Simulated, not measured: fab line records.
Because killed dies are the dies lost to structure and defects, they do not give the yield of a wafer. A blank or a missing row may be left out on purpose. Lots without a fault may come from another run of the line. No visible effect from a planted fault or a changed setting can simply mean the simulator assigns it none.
The same fault as seen by 2 desks + flow n5_finfet + what lay behind the numbers comes last; until then each desk has only its own

## FROM THE METROLOGY DESK
Lot by lot, what the gauges showed, no matter which tool ran the lot: averages of those sampled wafers that carry a number. If a lot's mean is further than 4 standard deviations from the usual mean, the lot is out of limits and carries the mark OUT (the distance appears in the brackets). Only the readings that lie furthest out on some lot appear, 7 of the 11 it has.
Columns: A = SD_P_BLK_OVL at N5_SD_EPI_P_OVL_MEAS_10, usual 0.4 nm; B = DIBL_N at N5_BEOL_M4_RC_MEAS_101, usual 36.4 mV/V; C = DIBL_P at N5_BEOL_M4_RC_MEAS_101, usual 36.2 mV/V; D = IOFF_P at N5_BEOL_M4_RC_MEAS_101, usual 0.21 nA/um; E = ION_P at N5_BEOL_M4_RC_MEAS_101, usual 459 uA/um; F = VT_N at N5_BEOL_M4_RC_MEAS_101, usual 250 mV; G = VT_P at N5_BEOL_M4_RC_MEAS_101, usual -250 mV
| lot  | first seen here | A    | B    | C    | D    | E   | F   | G    |
|------|-----------------|------|------|------|------|-----|-----|------|
| L923 | day 3 12:55     | 0.4  | 35.3 | 34.3 | 0.19 | 455 | 252 | -251 |
| L924 | day 3 18:15     | 0.2  | 36.0 | 34.5 | 0.22 | 463 | 251 | -248 |
| L927 | day 4 13:19     | 1.0  | 36.2 | 36.8 | 0.20 | 461 | 249 | -250 |
| L928 | day 4 17:47     | 0.9  | 35.8 | 36.1 | 0.23 | 467 | 247 | -247 |
| L929 | day 5 00:54     | -0.0 | 36.0 | 35.0 | 0.17 | 445 | 254 | -258 |
| L940 | day 7 17:38     | 1.9  | 37.1 | 38.9 | 0.26 | 468 | 247 | -245 |
| L941 | day 8 01:47     | 0.5  | 37.5 | 36.4 | 0.23 | 458 | 247 | -249 |
| L942 | day 8 07:44     | 0.2  | 38.9 | 37.2 | 0.23 | 464 | 246 | -249 |
| L943 | day 8 11:13     | -1.0 | 37.0 | 37.2 | 0.17 | 450 | 253 | -258 |
This desk's finding: nothing out of limits on any of the 9 lots.

## FOR THE TOOL OWNER'S DESK: rie_diel-05
The tool's own readings at N5_SD_EPI_P_ETCH_36 (etches SiARC in CF4, target depth 45.5 nm, time 75.8 s): means of the sampled wafers that have a number, for each lot that ran on this tool. If a lot's mean is further than 4 standard deviations from the usual mean, the lot is out of limits and carries the mark OUT (the distance appears in the brackets).
Columns: A = drypump_motor_current_A at N5_SD_EPI_P_ETCH_36, usual 5.7 A; B = etch_rf_on_time_s at N5_SD_EPI_P_ETCH_36, usual 76.2 s; C = oes_product_au at N5_SD_EPI_P_ETCH_36, usual 0.68 a.u.; D = rf_vpp_V at N5_SD_EPI_P_ETCH_36, usual 183.9 V; E = showerhead_plenum_p_Torr at N5_SD_EPI_P_ETCH_36, usual 2.13 Torr; F = throttle_valve_pct at N5_SD_EPI_P_ETCH_36, usual 15.68 %
| lot  | first seen here | A   | B               | C    | D     | E    | F     |
|------|-----------------|-----|-----------------|------|-------|------|-------|
| L923 | day 3 13:00     | 6.0 | 79.6            | 0.60 | 183.2 | 2.10 | 15.76 |
| L927 | day 4 13:24     | 5.9 | 67.3 (-4.7) OUT | 0.77 | 184.9 | 2.16 | 15.58 |
| L928 | day 4 17:52     | 6.1 | 63.6 (-6.6) OUT | 0.78 | 184.3 | 2.20 | 15.57 |
| L929 | day 5 01:01     | 5.9 | 67.5 (-4.6) OUT | 0.75 | 183.4 | 2.14 | 15.63 |
| L940 | day 7 17:52     | 5.6 | 75.6            | 0.71 | 184.1 | 2.14 | 15.57 |
| L942 | day 8 07:50     | 5.7 | 75.8            | 0.69 | 185.2 | 2.18 | 15.52 |
| L943 | day 8 11:30     | 5.6 | 75.8            | 0.67 | 184.5 | 2.12 | 15.61 |
This desk's finding: out of limits on L927, L928, L929; first on L927, day 4 13:24 (etch_rf_on_time_s at N5_SD_EPI_P_ETCH_36). Within limits: L923, L940, L942, L943.

## PUT TOGETHER
The tool owner's desk could have raised an alarm at day 4 13:24, on L927, L928, L929.
Nothing out of limits was seen by the metrology desk.
The metrology desk has L927, L928, L929 on record, within its limits.
N5_SD_EPI_P_ETCH_36 was run on rie_diel-05 by each of the lots named.

## WHAT THE SIMULATOR HAD PUT IN
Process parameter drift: rie_diel-05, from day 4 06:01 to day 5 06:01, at N5_SD_EPI_P_ETCH_36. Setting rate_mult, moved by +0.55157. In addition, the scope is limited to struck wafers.
Struck lots among those shown: L927, L928, L929.
How many hours passed from the start of the fault until each desk's first out-of-limits reading: the tool owner's desk, 7.
